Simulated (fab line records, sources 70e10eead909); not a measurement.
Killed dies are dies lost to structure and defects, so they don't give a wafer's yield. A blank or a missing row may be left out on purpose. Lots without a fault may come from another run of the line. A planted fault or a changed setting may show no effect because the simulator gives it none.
fab line records | flow nand_harc
record lots=12 wafers=36 last_day=25
route steps=1159 shown A_M1@1047 A_BONDPAD@1061
lots that met no fault: from a run of the same line without faults
start_h: hours from the record's first day to the start of the lot's first wafer shown | wait_h: hours since the lot's step before | " the same as in the row above | L1.1+2: a row that stands for several wafers | - no value, or no start given | * or withheld: withheld | < > ~ a bound
route shown NAME@n: a module of which the file shows steps, and the number in the route of the first | usual: mean/standard deviation of fault-free wafers | same: alike in all rows | chamber/n: place in a boat | sites: the reading at each site | _std_site: their standard deviation | _edge_site: outer sites' mean less inner sites' | radius_mm: how far each site lies from the wafer's centre | mask NAME#n: copy n | behind: the tool/chamber that last shaped the wafer | hold: why the lot was held/for how many hours/how that ended | device: the transistor (n, p or np) that didn't switch | end of line: the same wafers' tests at the end of the route | a step without rows: its recipe alone | killed: dies lost to structure and defects at the first sort, not the wafer's yield | map: a wafer's dies, x killed, . not, _ none there
set.NAME: the setting as run; set.NAME@STEP: as run at that earlier step | model.NAME: the simulator's own value behind a step, which no gauge read
steps of the route over a sample of lots; a table a step, a row a wafer
services: from which hour (start_h, from the record's first day; less than 0 if before it) a tool's chamber was out of use, for how many hours, and why
## steps
# step NHARC_A_M1_PRE_CLEAN_30
# recipe time_s=30 temp_c=280 gas=H2/He
# usual heater_power_w=407/34
# columns lot.wafer tool chamber start_h wait_h heater_power_w
L799.1 pvd_sputter-03 - - - 489
L799.3 " - " " 489
L799.6 " - " " 481
L800.3 pvd_sputter-01 - - - 355
L800.2 " - " " 375
L800.5 " - " " 360
L802.4 pvd_sputter-03 - - - 383
L802.3 " - " " 493
L802.6 " - " " 383
L801.4 pvd_sputter-02 - - - 410
L801.2 " - " " 406
L801.6 " - " " 424
L809.4 pvd_sputter-02 - - - 418
L809.3 " - " " 399
L809.6 " - " " 412
L808.1 pvd_sputter-01 - - - 359
L808.3 " - " " 412
L808.6 " - " " 380
L814.3 pvd_sputter-03 - - - 383
L814.1 " - " " 471
L814.6 " - " " 464
L816.3 pvd_sputter-02 - - - 409
L816.1 " - " " 395
L816.6 " - " " 412
L819.1 pvd_sputter-03 - - - 460
L819.4 " - " " 461
L819.2 " - " " 376
L818.1 pvd_sputter-02 - - - 409
L818.5 " - " " 406
L818.6 " - " " 389
L820.3 pvd_sputter-02 - - - 415
L820.1 " - " " 414
L820.4 " - " " 411
L821.2 pvd_sputter-01 - - - 403
L821.6 " - " " 375
L821.5 " - " " 347
# step NHARC_A_M1_ECD_22
# recipe target_thk_a=4000 bath_temp_c=25 material=Cu
# columns lot.wafer tool chamber start_h wait_h
L799.1+3+6 ecd_cu-01 0 414.44 -
L800.2+3+5 ecd_cu-01 1 417.98 -
L802.4+3+6 ecd_cu-01 0,1,1 419.60 -
L801.2+4+6 ecd_cu-01 1,0,0 420.73 -
L809.3+4+6 ecd_cu-01 1,0,0 466.45 -
L808.1+3+6 ecd_cu-01 1 484.56 -
L814.1+3+6 ecd_cu-02 1,0,0 516.79 -
L816.1+3+6 ecd_cu-02 1,0,0 518.75 -
L819.2+1+4 ecd_cu-02 1,0,0 526.16 -
L818.1+6+5 ecd_cu-02 1,1,0 527.17 -
L820.1+3+4 ecd_cu-02 1,1,0 530.60 -
L821.2+6+5 ecd_cu-01 0,0,1 540.73 -
# step NHARC_A_M1_CMP_23
# recipe t_overpolish_s=20 target_thk_nm=154.34
# usual motor_current_A=12.2/1.4 retaining_ring_pressure_frac=0.999/0.0047 time_to_endpoint_s=27/3.6
# same t_overpolish_s=20
# columns lot.wafer tool chamber start_h wait_h motor_current_A retaining_ring_pressure_frac time_to_endpoint_s
L799.1 cmp-01 2 415.15 - 10.3 1.005 28
L799.3 " 0 " " 11.2 1.002 29
L799.6 " 1 " " 9.6 0.997 36
L800.3 cmp-01 1 418.87 - 10.2 1.002 37
L800.2 " 3 " " 13.6 1.006 32
L800.5 " 0 " " 11.3 0.998 32
L802.4 cmp-04 0 420.22 - 12.4 0.992 21
L802.3 " 1 " " 12.6 1.001 23
L802.6 " 0 " " 12.4 1.001 21
L801.4 cmp-01 3 421.45 - 12.9 0.997 31
L801.2 " 0 " " 11.6 1.003 30
L801.6 " 0 " " 11.7 0.997 31
L809.3 cmp-02 1 467.10 - 13.4 0.998 48
L809.4 " 2 " " 11.1 0.997 46
L809.6 " 1 " " 13.4 1.001 45
L808.3 cmp-04 0 485.26 - 13.0 1.002 35
L808.1 " 1 " " 13.5 1.002 44
L808.6 " 0 " " 13.1 0.993 37
L814.3 cmp-04 0 517.49 - 12.7 1.003 23
L814.1 " 2 " " 12.8 0.997 26
L814.6 " 3 " " 14.4 0.993 26
L816.1 cmp-01 2 519.63 - 10.9 0.995 26
L816.3 " 3 " " 13.3 0.996 24
L816.6 " 1 " " 9.6 1.005 31
L819.4 cmp-02 2 526.87 - 11.5 1.001 28
L819.1 " 3 " " 9.8 0.996 23
L819.2 " 0 " " 12.9 1.001 29
L818.1 cmp-04 2 527.96 - 12.9 1.001 27
L818.5 " 0 " " 13.0 0.997 26
L818.6 " 1 " " 12.8 0.993 28
L820.1 cmp-04 1 531.49 - 13.6 1.004 24
L820.3 " 2 " " 12.8 0.996 22
L820.4 " 0 " " 13.4 1.008 21
L821.2 cmp-01 3 541.52 - 13.9 1.000 30
L821.5 " 1 " " 9.9 0.994 31
L821.6 " 2 " " 10.9 0.997 27
# step NHARC_A_M1_INSPECT_27
# usual raw_defect_count=490/140
# columns lot.wafer tool chamber start_h wait_h raw_defect_count
L799.1 defect_inspect-02 - 415.60 0.0 1006
L799.3 " - " " 460
L799.6 " - " " 545
L800.2 defect_inspect-01 - 419.33 0.0 415
L800.3 " - " " 373
L800.5 " - " " 457
L802.3 defect_inspect-01 - 420.70 0.0 443
L802.4 " - " " 440
L802.6 " - " " 566
L801.2 defect_inspect-02 - 421.91 0.0 493
L801.4 " - " " 324
L801.6 " - " " 640
L809.3 defect_inspect-02 - 467.57 0.0 746
L809.4 " - " " 435
L809.6 " - " " 487
L808.1 defect_inspect-01 - 485.71 0.0 574
L808.3 " - " " 577
L808.6 " - " " 683
L814.1 defect_inspect-01 - 517.93 0.0 400
L814.3 " - " " 834
L814.6 " - " " 399
L816.1 defect_inspect-02 - 520.05 0.0 837
L816.3 " - " " 720
L816.6 " - " " 701
L819.1 defect_inspect-02 - 527.35 0.0 402
L819.2 " - " " 528
L819.4 " - " " 482
L818.1 defect_inspect-02 - 528.38 0.0 432
L818.5 " - " " 358
L818.6 " - " " 539
L820.1 defect_inspect-01 - 531.96 0.0 444
L820.3 " - " " 325
L820.4 " - " " 571
L821.2 defect_inspect-02 - 541.93 0.0 341
L821.5 " - " " 485
L821.6 " - " " 435
# step NHARC_A_BONDPAD_THK_MEAS_30
# recipe thk_meas_gauge=ellipsometry
# usual thk_nm=199.2/1.6
# columns lot.wafer tool chamber start_h wait_h thk_nm
L799.1 film_metro-02 - 417.40 0.1 198.6
L799.3 " - " " 198.2
L799.6 " - " " 198.3
L800.2 film_metro-02 - 420.69 0.2 203.8
L800.3 " - " " 200.5
L800.5 " - " " 204.3
L802.3 film_metro-01 - 422.75 0.2 196.1
L802.4 " - " " 199.7
L802.6 " - " " 196.2
L801.2 film_metro-02 - 423.47 0.2 202.3
L801.4 " - " " 201.0
L801.6 " - " " 198.7
L809.3 film_metro-02 - 469.07 0.2 198.7
L809.4 " - " " 198.4
L809.6 " - " " 197.2
L808.1 film_metro-01 - 487.21 0.2 197.4
L808.3 " - " " 198.3
L808.6 " - " " 199.0
L814.1 film_metro-01 - 519.99 0.2 200.1
L814.3 " - " " 199.1
L814.6 " - " " 197.9
L816.1 film_metro-02 - 522.52 0.2 200.6
L816.3 " - " " 198.4
L816.6 " - " " 200.1
L819.1 film_metro-01 - 528.70 0.2 198.5
L819.2 " - " " 197.6
L819.4 " - " " 201.3
L818.1 film_metro-02 - 529.82 0.2 200.5
L818.5 " - " " 200.7
L818.6 " - " " 198.2
L820.1 film_metro-02 - 533.63 0.2 198.0
L820.3 " - " " 198.7
L820.4 " - " " 200.6
L821.2 film_metro-01 - 543.32 0.2 197.9
L821.5 " - " " 197.9
L821.6 " - " " 198.5
## services
# columns tool chamber start_h hours kind
pvd_sputter-02 - 392.00 10.0 pm
cmp-04 - 399.39 4.0 pm
cmp-04 - 403.39 - consumable_replace:conditioner
cmp-04 - 403.39 - consumable_replace:pad
cmp-02 - 422.60 4.0 pm
cmp-01 - 425.09 2.2 repair
cmp-02 - 446.13 1.7 repair
ecd_cu-01 - 448.17 8.0 pm
cmp-01 - 454.98 1.2 repair
pvd_sputter-03 - 458.00 10.0 pm
cmp-01 - 473.55 4.0 pm
cmp-01 - 477.55 - consumable_replace:conditioner
cmp-01 - 477.55 - consumable_replace:pad
pvd_sputter-02 - 478.67 1.3 repair
cmp-02 - 480.82 2.7 repair
cmp-04 - 497.39 4.0 pm
cmp-04 - 501.39 - consumable_replace:conditioner
cmp-04 - 501.39 - consumable_replace:pad
pvd_sputter-01 - 514.00 10.0 pm
cmp-02 - 518.49 2.4 repair
cmp-02 - 520.98 4.0 pm
cmp-02 - 524.98 - consumable_replace:conditioner
cmp-01 - 529.29 0.8 repair
ecd_cu-02 - 532.09 8.0 pm
## key
first_sign step=NHARC_A_M1_CMP_23 reading=time_to_endpoint_s direction=up sigmas=4.2 usual=* struck=*
effect none on later readings
met_at NHARC_A_M1_ECD_22
struck_lots L808,L809
not_acting_at NHARC_A_M1_PRE_CLEAN_30,NHARC_A_M1_INSPECT_27,NHARC_A_BONDPAD_THK_MEAS_30
onset_between 420.73 466.45
fault kind=process_parameter_drift tool=ecd_cu-01 chamber=- onset_h=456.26 steps=NHARC_A_M1_ECD_22 channel=target_thk_a offset=* shape=step end_h=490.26 acts_in=* stated=*
